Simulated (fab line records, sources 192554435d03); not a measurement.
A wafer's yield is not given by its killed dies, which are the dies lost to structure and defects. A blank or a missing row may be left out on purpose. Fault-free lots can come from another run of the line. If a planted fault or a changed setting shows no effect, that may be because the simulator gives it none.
A struck lot beside a sound one -- flow n5_finfet -- 16 steps out of a route of 1938
Sound: wafers L741.2, L741.3, L741.5. Struck: wafers L749.1, L749.2, L749.6. At the end, the cause is stated.
At each step with rows: each side's tool, then ch and its chambers, then its first start. Under that, the readings that differ: sound wafers -- struck wafers -- difference of the means -- sigmas: that difference in standard deviations of wafers without a fault.
alike: a reading whose means differ by less than 2 such deviations, as well as words and numbers matching on both sides. not compared: withheld readings; readings where some wafer has no value; bounds like >300 that might hide an equal value; numbers whose values overlap and for which the record gives no deviation.
The two part at a step that has a row with sigmas, a row that says differs or no value, or rows on one side only. Numbers that don't overlap but have no deviation are shown without sigmas and don't part them. A reading missing from all wafers of one side parts the sides only when that side holds two or more wafers.

first, 10 steps without rows for these wafers: N5_BEOL_M3_DESCUM_33 (chemistry O2, time 7 s); N5_BEOL_M3_ETCH_77 (etches underlayer in N2/H2, target depth 6.5 nm, time 5.2 s); N5_BEOL_M3_ETCH_69 (etches SiARC in CF4, target depth 15.6 nm, time 26 s); N5_BEOL_M3_ALD_98 (deposits SiO2, target thk 2.5 nm, pulse time 1 s, co reactant pulse time 1 s); N5_BEOL_M3_ETCHBACK_99 (etches SiO2 in CHF3, target depth 5 nm, time 10.4 s); N5_BEOL_M3_ETCH_70 (etches SOC in N2/H2, target depth 80 nm, overetch 16 nm, time 120 s); N5_BEOL_M3_STRIP_71 (strips in N2/H2); N5_BEOL_M3_STRIP_78 (strips in N2/H2); N5_BEOL_M3_VIA_ETCH_34 (etches the open film in C4F6/O2, target depth 69.4 nm, time 65.9 s); N5_BEOL_M3_STRIP_83 (strips in C4F6/O2).
N5_BEOL_M3_STRIP_36: strips in N2/H2.
  sound on rie_diel-02 ch 0,1,2, day 7 09:57; struck on rie_diel-02 ch 1,3, day 9 22:26
  no value came back on the struck wafers for any of 8 readings (bias_power_w (W), chamber_pressure_mTorr (mTorr) and others); on the sound wafers bias_power_w (W) reads 6.991 6.992 7.003
reading,sound,struck,difference,sigmas
model.SOC_of_BEOL_M3_COAT_67.thk_nm (nm),0 0 0,51.8 52.2 52,+52.0,
model.SiO2_of_BEOL_M3_ALD_98.thk_nm (nm),0 0 0,2.4 2.4 2.4,+2.4,
  not compared: rf_hours_counter_h
then, 1 step without rows for these wafers: N5_BEOL_M3_TRENCH_ETCH_37 (etches SiOC in C4F6/O2, target depth 55.555 nm, time 29.2 s).
N5_BEOL_M3_ETCH_41: etches SiCN in CH3F/O2, target depth 29.9 nm, time 52.5 s.
  sound on rie_diel-02 ch 0,1,2; struck on rie_diel-02 ch 1,3, day 9 22:30
reading,sound,struck,difference,sigmas
model.SOC_of_BEOL_M3_COAT_67.thk_nm (nm),0 0 0,35.6 35.6 35.6,+35.6,
  alike: drypump_motor_current_A, oes_product_au, rf_vpp_V, showerhead_plenum_p_Torr, throttle_valve_pct
  not compared: rf_hours_counter_h
then, 1 step without rows for these wafers: N5_BEOL_M3_STRIP_97 (strips in N2/H2, time 10 s).
N5_BEOL_M4_RC_MEAS_101:
  the record has rows for the sound wafers here (prober-02 ch 0, day 8 01:28) and none for the struck ones
-- here the record skips 5 days between the struck wafers' starts before and after, leaving off in module BEOL_M4 and picking up in module PASSIVATION (first step shown: number 1936 of the route) --
N5_PASSIVATION_PROBE_49:
  only the struck wafers here have rows in the record (prober-01, day 14 19:01); the sound ones have none

## WHERE THEY PART
Earliest at N5_BEOL_M3_STRIP_36; latest, in this record, at N5_PASSIVATION_PROBE_49.

WHY: the cause the simulator had injected
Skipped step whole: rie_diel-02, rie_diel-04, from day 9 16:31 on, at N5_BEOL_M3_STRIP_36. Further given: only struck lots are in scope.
